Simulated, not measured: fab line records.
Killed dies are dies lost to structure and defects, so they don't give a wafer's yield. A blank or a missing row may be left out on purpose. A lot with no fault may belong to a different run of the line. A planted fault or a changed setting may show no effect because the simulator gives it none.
Matching of chambers + flow nand-harc + NHARC_P_M2_CMP_23 on cmp-01 has 4 sister chambers
The step polishes, t overpolish 20 s, target thk 144.3 nm. 14 wafers are shown with their chamber, then 7 later ones without.

EACH WAFER AND ITS CHAMBER
| wafer  | chamber | motor-current-A (A) | time-to-endpoint-s (s) |
|--------|---------|---------------------|------------------------|
| L076.1 | 2       | 12.6                | 24.2                   |
| L076.3 | 0       | 11.8                | 25.3                   |
| L076.4 | 1       | 10.8                | 23.0                   |
| L077.1 | 1       | 11.4                | 21.4                   |
| L077.2 | 2       | 12.3                | 22.5                   |
| L077.6 | 2       | 12.2                | 24.6                   |
| L078.1 | 0       | 11.7                | 26.6                   |
| L078.2 | 2       | 12.6                | 22.5                   |
| L078.5 | 1       | 11.4                | 27.3                   |
| L086.1 | 2       | 12.4                | 26.8                   |
| L086.2 | 3       | 14.2                | 29.1                   |
| L086.6 | 2       | 12.2                | 24.8                   |
| L091.3 | 2       | 11.4                | 23.7                   |
| L091.4 | 0       | 11.8                | 25.5                   |

SIGNATURES (means of the wafers above)
| reading            | chamber 0 | chamber 1 | chamber 2 | chamber 3 | scatter within a chamber |
|--------------------|-----------|-----------|-----------|-----------|--------------------------|
| motor-current-A    | 11.767    | 11.200    | 12.243    | 14.200    | 0.353                    |
| time-to-endpoint-s | 25.800    | 23.900    | 24.157    | 29.100    | 1.81                     |
Rule: for each reading, subtract the chamber's mean from the wafer's reading, divide by that reading's scatter and square the result; add these up over the readings and take the root, which gives the wafer's distance from the chamber. If the next closest chamber is less than 2 further off than the closest, the wafer can't be placed; otherwise it belongs to the closest. The scatter is the square root of a quotient: the sum, over the shown wafers, of each reading's squared deviation from its chamber's mean, divided by wafers minus chambers.

WAFERS WHOSE CHAMBER IS MISSING
| wafer  | motor-current-A (A) | time-to-endpoint-s (s) |
|--------|---------------------|------------------------|
| L091.6 | 11.7                | 24.0                   |
| L093.1 | 11.0                | 26.4                   |
| L093.3 | 14.3                | 29.3                   |
| L093.6 | 12.5                | 28.1                   |
| L096.2 | 10.7                | 28.9                   |
| L096.4 | 14.9                | 32.0                   |
| L096.6 | 12.1                | 28.7                   |

WHICH CHAMBER EACH WENT THROUGH
| wafer  | from the rows above          | in truth |
|--------|------------------------------|----------|
| L091.6 | can't be placed: 0 or 1 or 2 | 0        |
| L093.1 | can't be placed: 1 or 0      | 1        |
| L093.3 | 3                            | 3        |
| L093.6 | can't be placed: 2 or 0      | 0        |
| L096.2 | can't be placed: 1 or 0 or 2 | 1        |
| L096.4 | 3                            | 3        |
| L096.6 | can't be placed: 0 or 2 or 1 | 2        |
Placed correctly: 2 of 7. Not placeable from these rows: 5 (in 5, the candidates include the true chamber). Wrongly placed: 0.
